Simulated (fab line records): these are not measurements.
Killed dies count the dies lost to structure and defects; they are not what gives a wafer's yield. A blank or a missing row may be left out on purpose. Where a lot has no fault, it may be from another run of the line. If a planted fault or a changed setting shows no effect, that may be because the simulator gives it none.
fab line records + flow nand_harc
record
- lots=12
- wafers=36
- last_day=33
route steps=1302 shown P_ZERO_WELL@44 P_STI@87 END@1302
lots that met no fault: taken from a fault-free run of the same line
start_h: hours from the record's opening day to when the first of the lot's shown wafers began + wait_h: how many hours have passed since the lot's step before this one + " as in the row above + L1.1+2: several wafers, shown together as one row + - either no value or no given start + * or withheld: withheld + < > ~ a bound
route shown NAME@n: a module of which the file shows steps, and the number in the route of the first + usual: mean and standard deviation over wafers with no fault + same: alike in all rows + chamber/n: place in a boat + sites: the reading at each site + _std_site: standard deviation of those values + _edge_site: inner sites' mean taken away from outer sites' mean + radius_mm: how far each site lies from the wafer's centre + mask NAME#n: copy n + behind: the last tool/chamber to shape the wafer + hold: reason for holding the lot/hours on hold/outcome of the hold + device: the transistor (n, p or np) that didn't switch + end of line: the tests these same wafers got at the end of their route + for a step that has no rows: nothing shown but its recipe + killed: dies that structure and defects cost at the first sort, which is not the same as the wafer's yield + map: shows each die of a wafer: x if killed, . if not, _ if none is there
set.NAME: the setting that was run; set.NAME@STEP: the one run at that earlier step + model.NAME: the simulator's own value behind a step, which no gauge read
the route's steps for a sample of lots (tables are steps, rows are wafers)
services: from which hour (start_h, from the record's first day; less than 0 if before it) a tool's chamber was out of use, for how many hours, and why
## steps
# step NHARC_P_ZERO_WELL_CD_MEAS_37
# recipe
- target_cd_nm=720
- landing_energy_ev=500
# usual
- cd_nm=719.7/1.5
| lot.wafer | tool      | chamber | start_h | wait_h | cd_nm |
|-----------|-----------|---------|---------|--------|-------|
| L293.1    | cd_sem-01 | 0       | 24.39   | -      | 719.5 |
| L293.3    | "         | 0       | "       | "      | 720.7 |
| L293.4    | "         | 0       | "       | "      | 720.4 |
| L294.2    | cd_sem-02 | 0       | 36.85   | -      | 717.8 |
| L294.3    | "         | 0       | "       | "      | 718.0 |
| L294.6    | "         | 0       | "       | "      | 717.9 |
| L295.2    | cd_sem-01 | 0       | 43.96   | -      | 719.2 |
| L295.3    | "         | 0       | "       | "      | 718.6 |
| L295.5    | "         | 0       | "       | "      | 718.0 |
| L299.1    | cd_sem-01 | 0       | 84.08   | -      | 720.0 |
| L299.2    | "         | 0       | "       | "      | 722.6 |
| L299.6    | "         | 0       | "       | "      | 719.9 |
| L307.3    | cd_sem-03 | 0       | 164.00  | -      | 718.8 |
| L307.4    | "         | 0       | "       | "      | 717.6 |
| L307.6    | "         | 0       | "       | "      | 719.5 |
| L308.1    | cd_sem-03 | 0       | 174.08  | -      | 719.2 |
| L308.2    | "         | 0       | "       | "      | 722.9 |
| L308.3    | "         | 0       | "       | "      | 721.5 |
| L309.1    | cd_sem-03 | 0       | 184.21  | -      | 719.4 |
| L309.5    | "         | 0       | "       | "      | 718.6 |
| L309.6    | "         | 0       | "       | "      | 718.4 |
| L311.2    | cd_sem-03 | 0       | 204.28  | -      | 720.8 |
| L311.3    | "         | 0       | "       | "      | 721.8 |
| L311.4    | "         | 0       | "       | "      | 719.1 |
| L313.2    | cd_sem-03 | 0       | 224.23  | -      | 717.6 |
| L313.3    | "         | 0       | "       | "      | 719.1 |
| L313.5    | "         | 0       | "       | "      | 719.3 |
| L314.1    | cd_sem-03 | 0       | 234.14  | -      | 720.0 |
| L314.2    | "         | 0       | "       | "      | 719.3 |
| L314.3    | "         | 0       | "       | "      | 721.2 |
| L315.1    | cd_sem-02 | 0       | 244.13  | -      | 719.0 |
| L315.2    | "         | 0       | "       | "      | 720.4 |
| L315.4    | "         | 0       | "       | "      | 719.8 |
| L316.2    | cd_sem-02 | 0       | 254.24  | -      | 718.7 |
| L316.4    | "         | 0       | "       | "      | 720.3 |
| L316.6    | "         | 0       | "       | "      | 719.5 |
# step NHARC_P_ZERO_WELL_EXPOSE_49
# recipe
- na=0.6
- target_cd_nm=2000
- dose_mj=22.64
- mask_id=P_HVPW
# same
- na=0.6
| lot.wafer  | tool           | chamber | start_h | wait_h | mask        |
|------------|----------------|---------|---------|--------|-------------|
| L293.1+3+4 | krf_scanner-03 | 0       | 25.75   | -      | P_HVPW#0    |
| L294.2+3+6 | krf_scanner-04 | 0       | 38.33   | -      | P_HVPW#0    |
| L295.2+3+5 | krf_scanner-02 | 0       | 45.44   | -      | P_HVPW#0    |
| L299.1+2+6 | krf_scanner-02 | 0       | 85.45   | -      | P_HVPW_R1#0 |
| L307.3+4+6 | krf_scanner-03 | 0       | 165.37  | -      | P_HVPW#0    |
| L308.1+2+3 | krf_scanner-02 | 0       | 175.55  | -      | P_HVPW#0    |
| L309.1+5+6 | krf_scanner-02 | 0       | 185.58  | -      | P_HVPW#0    |
| L311.2+3+4 | krf_scanner-02 | 0       | 205.63  | -      | P_HVPW#0    |
| L313.2+3+5 | krf_scanner-02 | 0       | 225.60  | -      | P_HVPW#0    |
| L314.1+2+3 | krf_scanner-03 | 0       | 235.61  | -      | P_HVPW#0    |
| L315.1+2+4 | krf_scanner-02 | 0       | 245.61  | -      | P_HVPW#0    |
| L316.2+4+6 | krf_scanner-02 | 0       | 255.60  | -      | P_HVPW#0    |
# step NHARC_P_ZERO_WELL_CD_MEAS_52
# recipe
- target_cd_nm=2000
- landing_energy_ev=500
# usual
- cd_nm=1999.6/2.1
| lot.wafer | tool      | chamber | start_h | wait_h | cd_nm  |
|-----------|-----------|---------|---------|--------|--------|
| L293.1    | cd_sem-01 | 0       | 25.91   | -      | 1998.3 |
| L293.3    | "         | 0       | "       | "      | 2000.9 |
| L293.4    | "         | 0       | "       | "      | 1996.8 |
| L294.2    | cd_sem-02 | 0       | 38.48   | -      | 2001.7 |
| L294.3    | "         | 0       | "       | "      | 2000.8 |
| L294.6    | "         | 0       | "       | "      | 2002.2 |
| L295.2    | cd_sem-01 | 0       | 45.60   | -      | 2000.0 |
| L295.3    | "         | 0       | "       | "      | 1998.4 |
| L295.5    | "         | 0       | "       | "      | 1996.6 |
| L299.1    | cd_sem-02 | 0       | 85.61   | -      | 1883.1 |
| L299.2    | "         | 0       | "       | "      | 1884.5 |
| L299.6    | "         | 0       | "       | "      | 1885.5 |
| L307.3    | cd_sem-01 | 0       | 165.53  | -      | 2003.1 |
| L307.4    | "         | 0       | "       | "      | 2000.4 |
| L307.6    | "         | 0       | "       | "      | 1998.3 |
| L308.1    | cd_sem-02 | 0       | 175.72  | -      | 1997.9 |
| L308.2    | "         | 0       | "       | "      | 1999.5 |
| L308.3    | "         | 0       | "       | "      | 1999.3 |
| L309.1    | cd_sem-01 | 0       | 185.74  | -      | 2000.5 |
| L309.5    | "         | 0       | "       | "      | 1999.2 |
| L309.6    | "         | 0       | "       | "      | 1998.1 |
| L311.2    | cd_sem-02 | 0       | 205.79  | -      | 2001.6 |
| L311.3    | "         | 0       | "       | "      | 1999.2 |
| L311.4    | "         | 0       | "       | "      | 2002.4 |
| L313.2    | cd_sem-02 | 0       | 225.75  | -      | 1999.7 |
| L313.3    | "         | 0       | "       | "      | 2002.0 |
| L313.5    | "         | 0       | "       | "      | 1996.9 |
| L314.1    | cd_sem-03 | 0       | 235.77  | -      | 2001.8 |
| L314.2    | "         | 0       | "       | "      | 2000.8 |
| L314.3    | "         | 0       | "       | "      | 1997.6 |
| L315.1    | cd_sem-02 | 0       | 245.76  | -      | 2001.0 |
| L315.2    | "         | 0       | "       | "      | 2000.9 |
| L315.4    | "         | 0       | "       | "      | 1997.6 |
| L316.2    | cd_sem-02 | 0       | 255.76  | -      | 1999.5 |
| L316.4    | "         | 0       | "       | "      | 2002.2 |
| L316.6    | "         | 0       | "       | "      | 1999.3 |
# step NHARC_P_STI_DESCUM_14
# recipe
- time_s=3
- o2_flow_sccm=200
- ar_flow_sccm=0
- bias_power_w=0
- chemistry=O2
# usual
- drypump_motor_current_A=5.9/0.45
- oes_product_au=0.998/0.0092
- rf_vpp_V=57.7/0.89
- showerhead_plenum_p_Torr=1.88/0.069
- throttle_valve_pct=11.312/0.0091
| lot.wafer | tool        | chamber | start_h | wait_h | drypump_motor_current_A | oes_product_au | rf_hours_counter_h | rf_vpp_V | showerhead_plenum_p_Torr | throttle_valve_pct |
|-----------|-------------|---------|---------|--------|-------------------------|----------------|--------------------|----------|--------------------------|--------------------|
| L293.3    | rie_diel-12 | 1       | 44.04   | -      | 5.7                     | 0.999          | 10                 | 55.8     | 1.78                     | 11.307             |
| L293.4    | "           | 2       | "       | "      | 5.7                     | 0.996          | 10                 | 57.3     | 1.87                     | 11.324             |
| L293.1    | "           | 3       | "       | "      | 5.8                     | 0.992          | 9                  | 59.1     | 2.01                     | 11.314             |
| L294.3    | rie_diel-09 | 1       | 56.64   | -      | 5.4                     | 0.992          | 5                  | 56.0     | 1.79                     | 11.309             |
| L294.2    | "           | 3       | "       | "      | 5.8                     | 1.003          | 4                  | 57.5     | 1.88                     | 11.306             |
| L294.6    | "           | 2       | "       | "      | 6.7                     | 1.000          | -                  | 57.2     | 1.84                     | 11.317             |
| L295.2    | rie_diel-12 | 0       | 67.72   | -      | 5.4                     | 0.980          | 11                 | 58.6     | 2.01                     | 11.309             |
| L295.3    | "           | 2       | "       | "      | 5.6                     | 1.002          | 12                 | 57.8     | 1.87                     | 11.316             |
| L295.5    | "           | 0       | "       | "      | 5.4                     | 0.989          | -                  | 57.5     | 2.01                     | 11.323             |
| L299.2    | rie_diel-09 | 1       | 106.18  | -      | 5.4                     | 0.990          | 7                  | 57.3     | 1.79                     | 11.306             |
| L299.1    | "           | 0       | "       | "      | 6.8                     | 0.996          | 7                  | 56.7     | 1.84                     | 11.311             |
| L299.6    | "           | 2       | "       | "      | 6.6                     | 1.008          | -                  | 57.7     | 1.84                     | 11.304             |
| L307.4    | rie_diel-07 | 0       | 186.43  | -      | 5.8                     | 1.005          | 3                  | 57.0     | 1.92                     | 11.310             |
| L307.3    | "           | 1       | "       | "      | 5.5                     | 1.003          | 3                  | 56.2     | 1.83                     | 11.322             |
| L307.6    | "           | 3       | "       | "      | 5.8                     | 1.016          | -                  | 56.1     | 1.89                     | 11.308             |
| L308.1    | rie_diel-07 | 0       | 194.89  | -      | 5.8                     | 1.008          | 4                  | 56.0     | 1.92                     | 11.314             |
| L308.2    | "           | 1       | "       | "      | 5.5                     | 1.001          | 3                  | 58.0     | 1.83                     | 11.305             |
| L308.3    | "           | 3       | "       | "      | 5.8                     | 1.002          | 3                  | 56.7     | 1.89                     | 11.307             |
| L309.1    | rie_diel-07 | 0       | 202.53  | -      | 5.9                     | 0.994          | 4                  | 57.9     | 1.92                     | 11.297             |
| L309.5    | "           | 0       | "       | "      | 5.9                     | 0.991          | -                  | 58.5     | 1.92                     | 11.309             |
| L309.6    | "           | 1       | "       | "      | 5.5                     | 0.991          | -                  | 57.1     | 1.83                     | 11.302             |
| L311.4    | rie_diel-09 | 0       | 226.04  | -      | 6.8                     | 1.002          | 3                  | 57.6     | 1.84                     | 11.320             |
| L311.3    | "           | 1       | "       | "      | 5.4                     | 0.994          | 3                  | 57.2     | 1.79                     | 11.301             |
| L311.2    | "           | 2       | "       | "      | 6.7                     | 1.010          | 3                  | 55.8     | 1.84                     | 11.304             |
| L313.2    | rie_diel-09 | 3       | 242.54  | -      | 5.8                     | 1.018          | 5                  | 57.1     | 1.88                     | 11.311             |
| L313.3    | "           | 1       | "       | "      | 5.4                     | 0.998          | 4                  | 58.4     | 1.79                     | 11.313             |
| L313.5    | "           | 0       | "       | "      | 6.8                     | 1.014          | -                  | 57.5     | 1.84                     | 11.330             |
| L314.2    | rie_diel-09 | 3       | 254.84  | -      | 5.8                     | 1.005          | 5                  | 57.1     | 1.88                     | 11.307             |
| L314.3    | "           | 0       | "       | "      | 6.8                     | 1.004          | 5                  | 57.7     | 1.84                     | 11.334             |
| L314.1    | "           | 1       | "       | "      | 5.4                     | 0.991          | 5                  | 58.3     | 1.79                     | 11.334             |
| L315.2    | rie_diel-12 | 1       | 262.24  | -      | 5.7                     | 0.993          | 9                  | 56.6     | 1.77                     | 11.317             |
| L315.4    | "           | 2       | "       | "      | 5.7                     | 0.999          | 12                 | 57.5     | 1.86                     | 11.314             |
| L315.1    | "           | 0       | "       | "      | 5.4                     | 0.988          | 15                 | 58.1     | 2.00                     | 11.306             |
| L316.2    | rie_diel-09 | 1       | 272.35  | -      | 5.4                     | 1.000          | 5                  | 56.3     | 1.79                     | 11.303             |
| L316.4    | "           | 2       | "       | "      | 6.7                     | 1.016          | 5                  | 57.6     | 1.84                     | 11.321             |
| L316.6    | "           | 1       | "       | "      | 5.4                     | 0.997          | -                  | 56.9     | 1.79                     | 11.322             |
# step NHARC_P_STI_ETCH_42
# recipe
- target_depth_a=800
- overetch_a=240
- time_s=61
- ion_energy_ev=200
- n2_flow_sccm=150
- h2_flow_sccm=150
- ar_flow_sccm=0
- rf_w=400
- bias_w=150
- chemistry=N2/H2
# usual
- drypump_motor_current_A=5.9/0.44
- oes_product_au=0.998/0.0091
- rf_vpp_V=429.6/2.2
- showerhead_plenum_p_Torr=2.01/0.075
- throttle_valve_pct=14.171/0.0088
| lot.wafer | tool        | chamber | start_h | wait_h | drypump_motor_current_A | oes_product_au | rf_hours_counter_h | rf_vpp_V | showerhead_plenum_p_Torr | throttle_valve_pct |
|-----------|-------------|---------|---------|--------|-------------------------|----------------|--------------------|----------|--------------------------|--------------------|
| L293.1    | rie_diel-12 | 2       | 44.11   | 0.1    | 5.7                     | 1.007          | 10                 | 429.0    | 1.99                     | 14.171             |
| L293.4    | "           | 3       | "       | "      | 5.8                     | 1.014          | 9                  | 432.9    | 2.15                     | 14.166             |
| L293.3    | "           | 0       | "       | "      | 5.4                     | 0.990          | 9                  | 433.2    | 2.14                     | 14.192             |
| L294.3    | rie_diel-09 | 1       | 56.73   | 0.1    | 5.4                     | 0.995          | 5                  | 425.4    | 1.91                     | 14.173             |
| L294.2    | "           | 3       | "       | "      | 5.8                     | 1.006          | 4                  | 428.5    | 2.01                     | 14.167             |
| L294.6    | "           | 2       | "       | "      | 6.7                     | 0.994          | -                  | 427.5    | 1.96                     | 14.164             |
| L295.3    | rie_diel-12 | 3       | 67.81   | 0.1    | 5.9                     | 0.989          | 11                 | 434.7    | 2.15                     | 14.173             |
| L295.2    | "           | 0       | "       | "      | 5.4                     | 0.977          | 11                 | 432.6    | 2.14                     | 14.164             |
| L295.5    | "           | 2       | "       | "      | 5.7                     | 1.005          | -                  | 429.6    | 1.99                     | 14.168             |
| L299.1    | rie_diel-09 | 1       | 106.26  | 0.1    | 5.4                     | 0.991          | 7                  | 427.2    | 1.91                     | 14.163             |
| L299.2    | "           | 3       | "       | "      | 5.8                     | 0.992          | 7                  | 430.9    | 2.01                     | 14.183             |
| L299.6    | "           | 1       | "       | "      | 5.4                     | 0.987          | -                  | 425.8    | 1.91                     | 14.167             |
| L307.3    | rie_diel-07 | 0       | 186.50  | 0.1    | 5.8                     | 0.998          | 3                  | 429.3    | 2.04                     | 14.161             |
| L307.4    | "           | 1       | "       | "      | 5.5                     | 0.992          | 3                  | 428.7    | 1.95                     | 14.192             |
| L307.6    | "           | 0       | "       | "      | 5.8                     | 0.986          | -                  | 430.7    | 2.04                     | 14.160             |
| L308.3    | rie_diel-07 | 1       | 194.98  | 0.1    | 5.5                     | 0.973          | 3                  | 428.2    | 1.95                     | 14.166             |
| L308.2    | "           | 3       | "       | "      | 5.8                     | 1.003          | 3                  | 429.0    | 2.02                     | 14.183             |
| L308.1    | "           | 0       | "       | "      | 5.8                     | 0.985          | 4                  | 430.9    | 2.04                     | 14.166             |
| L309.1    | rie_diel-07 | 3       | 202.62  | 0.1    | 5.8                     | 1.004          | 3                  | 428.7    | 2.02                     | 14.170             |
| L309.5    | "           | 3       | "       | "      | 5.8                     | 0.999          | -                  | 431.1    | 2.02                     | 14.169             |
| L309.6    | "           | 0       | "       | "      | 5.8                     | 0.995          | -                  | 432.4    | 2.04                     | 14.164             |
| L311.4    | rie_diel-09 | 1       | 226.13  | 0.1    | 5.4                     | 1.011          | 3                  | 427.6    | 1.91                     | 14.162             |
| L311.3    | "           | 2       | "       | "      | 6.7                     | 1.009          | 3                  | 428.0    | 1.96                     | 14.171             |
| L311.2    | "           | 3       | "       | "      | 5.8                     | 1.004          | 3                  | 429.5    | 2.00                     | 14.181             |
| L313.3    | rie_diel-09 | 1       | 242.64  | 0.1    | 5.4                     | 0.998          | 4                  | 427.7    | 1.91                     | 14.186             |
| L313.2    | "           | 2       | "       | "      | 6.7                     | 0.995          | 4                  | 427.6    | 1.96                     | 14.160             |
| L313.5    | "           | 0       | "       | "      | 6.8                     | 1.001          | -                  | 427.5    | 1.96                     | 14.165             |
| L314.2    | rie_diel-09 | 2       | 254.92  | 0.1    | 6.7                     | 0.990          | 4                  | 428.0    | 1.96                     | 14.156             |
| L314.3    | "           | 0       | "       | "      | 6.8                     | 1.000          | 5                  | 428.6    | 1.96                     | 14.153             |
| L314.1    | "           | 1       | "       | "      | 5.4                     | 0.991          | 5                  | 425.2    | 1.91                     | 14.170             |
| L315.4    | rie_diel-12 | 0       | 262.33  | 0.1    | 5.4                     | 0.986          | 15                 | 433.5    | 2.14                     | 14.176             |
| L315.1    | "           | 1       | "       | "      | 5.7                     | 0.989          | 9                  | 425.0    | 1.89                     | 14.173             |
| L315.2    | "           | 2       | "       | "      | 5.7                     | 1.002          | 12                 | 429.2    | 1.98                     | 14.162             |
| L316.4    | rie_diel-09 | 2       | 272.43  | 0.1    | 6.7                     | 1.003          | 5                  | 428.4    | 1.96                     | 14.176             |
| L316.2    | "           | 0       | "       | "      | 6.8                     | 0.996          | 6                  | 428.8    | 1.96                     | 14.166             |
| L316.6    | "           | 2       | "       | "      | 6.7                     | 1.002          | -                  | 427.1    | 1.96                     | 14.186             |
# step NHARC_END_SORT_01
# recipe
- temp_c=25
# usual
- killed_at_array=49/18
- killed_at_other=0.8/1
- killed_at_periphery=4.2/2.8
- killed_dies=54/18
- killed_open=3.0/1.7
- killed_short=2.5/1.6
# same
- gross_dies=677
| lot.wafer | tool      | chamber | start_h | wait_h | killed_at_array | killed_at_other | killed_at_periphery | killed_dies | killed_open | killed_short |
|-----------|-----------|---------|---------|--------|-----------------|-----------------|---------------------|-------------|-------------|--------------|
| L299.6    | prober-01 | 0       | 636.33  | 4.0    | 34              | 2               | 5                   | 41          | 3           | 3            |
| L307.3    | prober-01 | 0       | 713.23  | 3.1    | 74              | 0               | 4                   | 78          | 3           | 2            |
| L307.4    | prober-01 | 0       | 714.04  | 3.4    | 76              | 1               | 2                   | 79          | 2           | 4            |
| L307.6    | prober-01 | 0       | 715.65  | 4.0    | 75              | 2               | 4                   | 81          | 8           | 1            |
| L309.1    | prober-01 | 0       | 739.86  | 2.5    | 85              | 0               | 4                   | 89          | 3           | 3            |
| L309.5    | prober-01 | 0       | 743.06  | 3.7    | 60              | 0               | 4                   | 64          | 3           | 0            |
| L309.6    | prober-01 | 0       | 743.86  | 4.0    | 80              | 0               | 9                   | 89          | 4           | 2            |
# killed by level:class
L299.6 A_CHANNEL_HOLE_D2:chamber_film_flake=14 A_SLIT:chamber_film_flake=10 A_WL_FILL:chamber_film_flake=2 THIN_TSV:chamber_film_flake=2 P_ZERO_WELL:area_expose=2 P_CONTACT:geometric_particle:open=1 P_CONTACT:geometric_particle:short=1 A_ONON_D1:geometric_particle:open=1
L307.3 A_CHANNEL_HOLE_D1:chamber_film_flake=31 A_SLIT:chamber_film_flake=17 A_STAIRCASE:chamber_film_flake=10 A_CHANNEL_HOLE_D2:chamber_film_flake=9 A_CONTACT:chamber_film_flake=3 P_GATE:geometric_particle:open=1 A_CHANNEL_HOLE_D1:geometric_particle:short=1 A_WL_FILL:geometric_particle:short=1
L307.4 A_SLIT:chamber_film_flake=35 A_CHANNEL_HOLE_D1:chamber_film_flake=19 A_CHANNEL_HOLE_D2:chamber_film_flake=9 A_CHANNEL_FILL_D2:chamber_film_flake=3 A_STAIRCASE:chamber_film_flake=2 P_M0:geometric_particle:short=1 A_CHANNEL_HOLE_D1:geometric_particle:open=1 A_ONON_D2:geometric_particle:short=1
L307.6 A_SLIT:chamber_film_flake=32 A_CHANNEL_HOLE_D1:chamber_film_flake=15 A_CHANNEL_HOLE_D2:chamber_film_flake=11 A_CONTACT:chamber_film_flake=4 A_STAIRCASE:chamber_film_flake=4 A_M0:geometric_particle:open=2 THIN_TSV:chamber_film_flake=2 P_M0:geometric_particle:open=1
L309.1 A_CHANNEL_HOLE_D1:chamber_film_flake=37 A_CHANNEL_HOLE_D2:chamber_film_flake=28 A_CONTACT:chamber_film_flake=7 A_SLIT:chamber_film_flake=6 P_M0:geometric_particle:open=2 A_WL_FILL:geometric_particle:short=2 A_DECK1_JOINT:chamber_film_flake=2 A_CHANNEL_HOLE_D1:geometric_particle:short=1
L309.5 A_CHANNEL_HOLE_D1:chamber_film_flake=19 A_CHANNEL_HOLE_D2:chamber_film_flake=15 A_SLIT:chamber_film_flake=7 A_CONTACT:chamber_film_flake=7 A_STAIRCASE:chamber_film_flake=6 P_CONTACT:chamber_film_flake=2 A_BLC:chamber_film_flake=2 A_BONDPAD:chamber_film_flake=2
L309.6 A_CHANNEL_HOLE_D1:chamber_film_flake=40 A_CHANNEL_HOLE_D2:chamber_film_flake=23 A_STAIRCASE:chamber_film_flake=5 P_M1:chamber_film_flake=4 A_CONTACT:chamber_film_flake=4 A_SLIT:chamber_film_flake=2 P_CONTACT:chamber_film_flake=2 P_CONTACT:geometric_particle:open=1
## services
| tool           | chamber | start_h | hours | kind   |
|----------------|---------|---------|-------|--------|
| rie_diel-09    | -       | 26.07   | 0.7   | repair |
| krf_scanner-03 | -       | 27.91   | 0.3   | repair |
| krf_scanner-03 | -       | 35.70   | 6.0   | repair |
| krf_scanner-03 | -       | 44.51   | 1.9   | repair |
| rie_diel-07    | 3       | 47.27   | 6.2   | repair |
| krf_scanner-03 | -       | 52.00   | 4.0   | pm     |
| krf_scanner-02 | -       | 66.88   | 0.3   | repair |
| rie_diel-12    | 1       | 75.18   | 77.9  | repair |
| rie_diel-12    | -       | 91.43   | 9.0   | pm     |
| krf_scanner-02 | -       | 100.12  | 4.0   | pm     |
| rie_diel-12    | 3       | 106.98  | 16.2  | repair |
| rie_diel-07    | -       | 117.25  | 9.0   | pm     |
| rie_diel-12    | 2       | 127.68  | 8.0   | repair |
| rie_diel-07    | 3       | 130.08  | 8.3   | repair |
| rie_diel-07    | 1       | 141.65  | 5.1   | repair |
| rie_diel-09    | -       | 143.10  | 9.0   | pm     |
| rie_diel-12    | 2       | 146.28  | 9.7   | repair |
| krf_scanner-02 | -       | 156.91  | 6.9   | repair |
| rie_diel-09    | -       | 163.58  | 0.4   | repair |
| rie_diel-09    | 2       | 167.88  | 9.0   | repair |
| rie_diel-12    | 2       | 187.25  | 2.9   | repair |
| rie_diel-09    | -       | 214.93  | 3.0   | repair |
| rie_diel-12    | -       | 268.43  | 9.0   | pm     |
| krf_scanner-02 | -       | 272.12  | 4.0   | pm     |
## key
first_sign
- step=NHARC_P_ZERO_WELL_EXPOSE_49
- reading=mask
- direction=changed
effect
- step=NHARC_P_ZERO_WELL_CD_MEAS_52
- reading=cd_nm
- direction=down
- sigmas=55
- usual=1999.6
- struck=1884.4
met_at NHARC_P_ZERO_WELL_EXPOSE_49
struck_lots L299
tester_left_out L299
not_acting_at NHARC_P_ZERO_WELL_CD_MEAS_37,NHARC_P_STI_DESCUM_14,NHARC_P_STI_ETCH_42
onset_between 45.44 85.45
fault
- kind=wrong_mask
- tool=any
- chamber=-
- onset_h=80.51
- steps=NHARC_P_ZERO_WELL_EXPOSE_49
- aux_copy=P_HVPW_R1#0
- cd_offset_nm=-117.4
- scope=struck_lots_only
# tester_left_out: of these lots the tester's yield and bins aren't shown, on N5 and GAA mostly nor the transistor test; their killed dies are dies lost to structure and defects alone, not to doping, threshold or leakage, so they don't give the yield
